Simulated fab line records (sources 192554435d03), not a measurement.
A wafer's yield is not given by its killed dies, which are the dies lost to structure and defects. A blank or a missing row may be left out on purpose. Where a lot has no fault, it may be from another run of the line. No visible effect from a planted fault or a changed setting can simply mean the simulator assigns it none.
Which tool was responsible? :: flow n5_finfet :: Sampling: 9 lots, 27 wafers, 5 of 1938 route steps

## WHAT EACH GAUGE READ, for each wafer
N5_BEOL_M4_RC_MEAS_101.
lot: L505
measured: day 8 00:26
on: prober-02
DIBL_N (mV/V): 35.2 37.8 35.8

lot: L506
measured: day 8 03:04
on: prober-01
DIBL_N (mV/V): 35.5 35.7 34.9

lot: L510
measured: day 9 05:11
on: prober-02
DIBL_N (mV/V): 35.9 39.3 35.9

lot: L511
measured: day 9 08:29
on: prober-01
DIBL_N (mV/V): 34.8 36.4 36.4

lot: L516
measured: day 11 15:45
on: prober-01
DIBL_N (mV/V): 36.1 35.3 37.2

lot: L517
measured: day 11 20:07
on: prober-02
DIBL_N (mV/V): 37.1 38.7 39.6

lot: L518
measured: day 11 21:34
on: prober-01
DIBL_N (mV/V): 35.5 36.9 38.3

lot: L524
measured: day 13 20:22
on: prober-02
DIBL_N (mV/V): 36.9 34.1 39.1

lot: L528
measured: day 14 14:23
on: prober-01
DIBL_N (mV/V): 36.8 37.2 36.1

## WHICH TOOL RAN EACH LOT (tool, then ch and the chambers of the sampled wafers, then the start)
lot: L505
N5_HKMG_FIN_ETCH_86: rie_diel-05 ch 0,3, day 4 09:18
N5_HKMG_FIN_STRIP_88: plasma_asher-01 ch 1, day 4 09:34
N5_HKMG_FIN_COAT_66: litho_track-01 ch 0, day 4 10:19
N5_HKMG_FIN_ETCH_67: rie_diel-06 ch 2,3, day 4 10:24

lot: L506
N5_HKMG_FIN_ETCH_86: rie_diel-05 ch 2,3, day 4 13:53
N5_HKMG_FIN_STRIP_88: plasma_asher-01 ch 0,1, day 4 14:16
N5_HKMG_FIN_COAT_66: litho_track-03 ch 0, day 4 14:54
N5_HKMG_FIN_ETCH_67: rie_diel-05 ch 0,3, day 4 14:58

lot: L510
N5_HKMG_FIN_ETCH_86: rie_diel-06 ch 0,2,3, day 5 10:20
N5_HKMG_FIN_STRIP_88: plasma_asher-01 ch 0,1, day 5 10:35
N5_HKMG_FIN_COAT_66: litho_track-01 ch 0, day 5 11:20
N5_HKMG_FIN_ETCH_67: rie_diel-06 ch 0,1,2, day 5 11:25

lot: L511
N5_HKMG_FIN_ETCH_86: rie_diel-05 ch 0,1,3, day 5 16:12
N5_HKMG_FIN_STRIP_88: plasma_asher-01 ch 1, day 5 16:27
N5_HKMG_FIN_COAT_66: litho_track-01 ch 0, day 5 17:13
N5_HKMG_FIN_ETCH_67: rie_diel-05 ch 0,1,3, day 5 17:23

lot: L516
N5_HKMG_FIN_ETCH_86: rie_diel-06 ch 2,3, day 6 23:01
N5_HKMG_FIN_STRIP_88: plasma_asher-01 ch 0,1, day 6 23:16
N5_HKMG_FIN_COAT_66: litho_track-01 ch 0, day 7 00:01
N5_HKMG_FIN_ETCH_67: rie_diel-05 ch 0,1,3, day 7 00:12

lot: L517
N5_HKMG_FIN_ETCH_86: rie_diel-02 ch 0,1,3, day 7 04:49
N5_HKMG_FIN_STRIP_88: plasma_asher-02 ch 0,1, day 7 05:04
N5_HKMG_FIN_COAT_66: litho_track-03 ch 0, day 7 05:49
N5_HKMG_FIN_ETCH_67: rie_diel-06 ch 1,2, day 7 06:04

lot: L518
N5_HKMG_FIN_ETCH_86: rie_diel-06 ch 1,2,3, day 7 14:32
N5_HKMG_FIN_STRIP_88: plasma_asher-01 ch 0,1, day 7 14:54
N5_HKMG_FIN_COAT_66: litho_track-01 ch 0, day 7 15:33
N5_HKMG_FIN_ETCH_67: rie_diel-06 ch 1,2,3, day 7 15:36

lot: L524
N5_HKMG_FIN_ETCH_86: rie_diel-05 ch 0,1,3, day 9 00:19
N5_HKMG_FIN_STRIP_88: plasma_asher-02 ch 0,1, day 9 00:34
N5_HKMG_FIN_COAT_66: litho_track-02 ch 0, day 9 01:20
N5_HKMG_FIN_ETCH_67: rie_diel-06 ch 0,2,3, day 9 01:28

lot: L528
N5_HKMG_FIN_ETCH_86: rie_diel-02 ch 2,3, day 10 02:08
N5_HKMG_FIN_STRIP_88: plasma_asher-02 ch 0,1, day 10 02:23
N5_HKMG_FIN_COAT_66: litho_track-01 ch 0, day 10 03:08
N5_HKMG_FIN_ETCH_67: rie_diel-06 ch 0,1, day 10 03:13
- N5_HKMG_FIN_ETCH_86: etches SOC in N2/H2, stops on TiN, target depth 393.2 nm.
- N5_HKMG_FIN_STRIP_88: strips in N2/H2, time 360 s.
- N5_HKMG_FIN_COAT_66: time 60 s, resist thk 300 nm.
- N5_HKMG_FIN_ETCH_67: etches SOC in N2/H2, stops on TiN, target depth 388.9 nm.

## THE ANSWER, worked out from the rows above alone
Rule: the lots themselves supply what counts as usual. Put in order of their means at a reading, lots are off if they are a third of the lots or fewer, leave a main group of 4 or more, and stand apart from it by a gap of 3 or more times the standard deviation of the main group's means; of several such gaps the widest counts. A main group whose means are all the same, to the digits that the tables above print for the reading, isn't used. Also off: a lot with no number at a reading for which 4 or more lots have one. Where the step has rows for the other lots, those lots are counted as sound.
None of the lots is off at any reading shown; this tells nothing.

## WHAT THE SIMULATOR PUT IN
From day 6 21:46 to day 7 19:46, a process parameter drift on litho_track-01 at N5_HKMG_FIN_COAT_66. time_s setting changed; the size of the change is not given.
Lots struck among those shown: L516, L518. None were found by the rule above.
